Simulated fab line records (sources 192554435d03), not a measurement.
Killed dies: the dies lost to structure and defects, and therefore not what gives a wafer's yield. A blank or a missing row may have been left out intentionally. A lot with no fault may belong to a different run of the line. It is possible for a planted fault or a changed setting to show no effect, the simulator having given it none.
A single fault, viewed from 2 desks    flow n5 finfet    only its own numbers are on each desk; what lay behind them is given at the end

== METROLOGY DESK ==
What the gauges read for every lot (on any tool): the sampled wafers with a number, averaged. A lot is out of limits, marked OUT, if its mean lies more than 4 standard deviations from the usual mean; the brackets give that distance.
Columns: A = M11_ILD_THK at N5_BEOL_M11_THK_MEAS_01, usual 268 nm; B = M11_OVL at N5_BEOL_M11_OVL_MEAS_12, usual -0.3 nm
lot   first seen here  A    B
L571  day 11 03:55     265  -0.3
L572  day 12 05:03     270  -0.9
L573  day 12 05:35     271  -0.8
L574  day 12 14:33     265  -1.5
L581  day 13 20:59     266  -0.9
L587  day 15 06:37     266  0.2
L585  day 16 01:13     269  -0.4
L589  day 16 16:01     268  -0.6
L588  day 16 20:35     269  0.4
L590  day 17 17:42     266  -0.7
L592  day 17 18:50     270  0.4
L591  day 17 21:35     269  -0.2
Finding of this desk: none of the 12 lots has anything out of limits.

== AT THE TOOL OWNER'S DESK: uv cure-01 ==
The tool's own readings at N5_BEOL_M11_CURE_72 (cures SiCOH lowk, time 120 s): means of the sampled wafers that have a number, for each lot that ran on this tool. A lot is out of limits, marked OUT, if its mean lies more than 4 standard deviations from the usual mean; the brackets give that distance.
Columns: A = lamp power pct at N5_BEOL_M11_CURE_72, usual 52.31 %; B = run length s at N5_BEOL_M11_CURE_72, usual 178.0 s; C = wafer_temp_C_max at N5_BEOL_M11_CURE_72, usual 371.9
lot   first seen here  A      B                C
L571  day 11 11:23     52.29  177.9            371.9
L572  day 12 11:39     52.30  188.1 (+11) OUT  371.7
L573  day 12 12:21     52.28  187.3 (+10) OUT  372.9
L574  day 12 21:04     52.33  187.4 (+10) OUT  372.1
L585  day 16 06:04     52.31  177.7            371.9
L588  day 17 03:19     52.28  181.5            372.0
L592  day 18 01:55     52.29  177.7            372.0
L591  day 18 02:07     52.33  177.6            371.7
This desk finds L572, L573, L574 out of limits, L572 being first, at day 12 11:39 (run length s at N5_BEOL_M11_CURE_72). In limits: L571, L585, L588, L592, L591.

== TAKEN TOGETHER ==
On L572, L573, L574, at day 12 11:39, an alarm was possible from the tool owner's desk.
Nothing out of limits was seen by the metrology desk.
The metrology desk has L572, L573, L574 on record, within its limits.
On uv cure-01, each named lot ran N5_BEOL_M11_CURE_72.

== WHAT THE SIMULATOR HAD INSERTED ==
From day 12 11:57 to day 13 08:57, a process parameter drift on uv cure-01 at N5_BEOL_M11_CURE_72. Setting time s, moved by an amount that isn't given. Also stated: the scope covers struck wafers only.
Lots struck among those shown: L572, L573, L574.
